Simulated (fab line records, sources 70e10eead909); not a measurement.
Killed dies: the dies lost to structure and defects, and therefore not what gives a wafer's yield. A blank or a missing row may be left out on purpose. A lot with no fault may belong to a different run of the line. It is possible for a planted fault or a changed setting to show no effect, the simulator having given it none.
Chamber matching ; flow nandHarc ; NHARC_A_STAIRCASE_DEP_325 on pecvd-03 has 3 sister chambers
The step deposits SiO2, target thk 7200 nm. 6 wafers are shown with their chamber, then 8 later ones without.

## WAFERS, EACH WITH ITS CHAMBER
wafer;chamber;heaterPowerW (W);rfFwdPowerW (W)
L615.4;1;710;500.3
L617.2;1;871;499.3
L618.5;0;568;498.2
L625.3;0;613;497.8
L625.4;2;569;499.0
L628.3;2;723;500.4

## WAFERS WITH NO CHAMBER GIVEN
wafer;heaterPowerW (W);rfFwdPowerW (W)
L628.5;566;500.0
L628.6;591;500.7
L633.1;645;500.1
L633.3;764;500.2
L633.4;595;497.5
L636.2;689;498.6
L636.3;701;502.3
L636.4;565;500.3

## THE CHAMBER EACH PASSED THROUGH
wafer;from the rows above;in truth
L628.5;can't be placed: 2 or 1 or 0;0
L628.6;can't be placed: 2 or 1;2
L633.1;can't be placed: 2 or 1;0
L633.3;can't be placed: 1 or 2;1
L633.4;0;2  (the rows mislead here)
L636.2;can't be placed: 0 or 2 or 1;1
L636.3;can't be placed: 1 or 2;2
L636.4;can't be placed: 2 or 1 or 0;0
Placed correctly: 0 of 8. Cannot be placed on the basis of these rows: 7; the candidates contain the true chamber in 6. Number placed wrongly: 1.
How it was worked out, from the rows above alone: a wafer's distance from a chamber is the root of the sum, over the readings, of the square of ((its reading less the chamber's mean) divided by the reading's scatter). If the next closest chamber is less than 2 further off than the closest, the wafer can't be placed; otherwise it belongs to the closest. The mean given for a chamber averages the wafers shown for that chamber. The scatter: the root of (the sum of the squares of (reading less its chamber's mean) over the shown wafers, divided by (wafers less chambers)).
